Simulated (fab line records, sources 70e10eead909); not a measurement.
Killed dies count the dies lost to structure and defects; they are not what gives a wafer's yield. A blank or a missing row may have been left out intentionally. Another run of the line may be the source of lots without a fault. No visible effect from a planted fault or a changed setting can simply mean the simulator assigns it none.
Matching of chambers || flow nand-harc || NHARC_A_CHANNEL_FILL_D1_ALD_16 on ald-hk-02: 4 sister chambers
The step deposits SiO2, target thk 1.5 nm, pulse time 10 s, ald cycles 15. 8 wafers are shown with their chamber, then 8 later ones without.

WAFERS, EACH WITH ITS CHAMBER
{"wafer": "L076.4", "chamber": 2, "heater-power-outer-w (W)": 240, "heater-power-w (W)": 449}
{"wafer": "L078.2", "chamber": 0, "heater-power-outer-w (W)": 300, "heater-power-w (W)": 483}
{"wafer": "L078.5", "chamber": 2, "heater-power-outer-w (W)": 239, "heater-power-w (W)": 434}
{"wafer": "L078.6", "chamber": 3, "heater-power-outer-w (W)": 330, "heater-power-w (W)": 558}
{"wafer": "L091.2", "chamber": 1, "heater-power-outer-w (W)": 214, "heater-power-w (W)": 381}
{"wafer": "L091.4", "chamber": 0, "heater-power-outer-w (W)": 285, "heater-power-w (W)": 472}
{"wafer": "L091.6", "chamber": 1, "heater-power-outer-w (W)": 213, "heater-power-w (W)": 369}
{"wafer": "L093.1", "chamber": 3, "heater-power-outer-w (W)": 321, "heater-power-w (W)": 533}

WAFERS WITH NO CHAMBER GIVEN
{"wafer": "L093.2", "heater-power-outer-w (W)": 252, "heater-power-w (W)": 455}
{"wafer": "L093.3", "heater-power-outer-w (W)": 208, "heater-power-w (W)": 377}
{"wafer": "L095.2", "heater-power-outer-w (W)": 212, "heater-power-w (W)": 378}
{"wafer": "L095.4", "heater-power-outer-w (W)": 279, "heater-power-w (W)": 469}
{"wafer": "L095.6", "heater-power-outer-w (W)": 327, "heater-power-w (W)": 533}
{"wafer": "L094.1", "heater-power-outer-w (W)": 323, "heater-power-w (W)": 526}
{"wafer": "L094.4", "heater-power-outer-w (W)": 251, "heater-power-w (W)": 449}
{"wafer": "L094.6", "heater-power-outer-w (W)": 215, "heater-power-w (W)": 389}

WHICH CHAMBER EACH WENT THROUGH
{"wafer": "L093.2", "from the rows above": 2, "in truth": 2}
{"wafer": "L093.3", "from the rows above": 1, "in truth": 1}
{"wafer": "L095.2", "from the rows above": 1, "in truth": 1}
{"wafer": "L095.4", "from the rows above": 0, "in truth": 0}
{"wafer": "L095.6", "from the rows above": 3, "in truth": 3}
{"wafer": "L094.1", "from the rows above": 3, "in truth": 3}
{"wafer": "L094.4", "from the rows above": 2, "in truth": 2}
{"wafer": "L094.6", "from the rows above": 1, "in truth": 1}
Placed correctly: 8 of 8. Number that these rows cannot place: 0. Placed wrongly: 0.
How it was worked out, from the rows above alone: a wafer's distance from a chamber is the root of the sum, over the readings, of the square of ((its reading less the chamber's mean) divided by the reading's scatter). If the next closest chamber is less than 2 further off than the closest, the wafer can't be placed; otherwise it belongs to the closest. The mean given for a chamber averages the wafers shown for that chamber. The scatter is the square root of a quotient: the sum, over the shown wafers, of each reading's squared deviation from its chamber's mean, divided by wafers minus chambers.
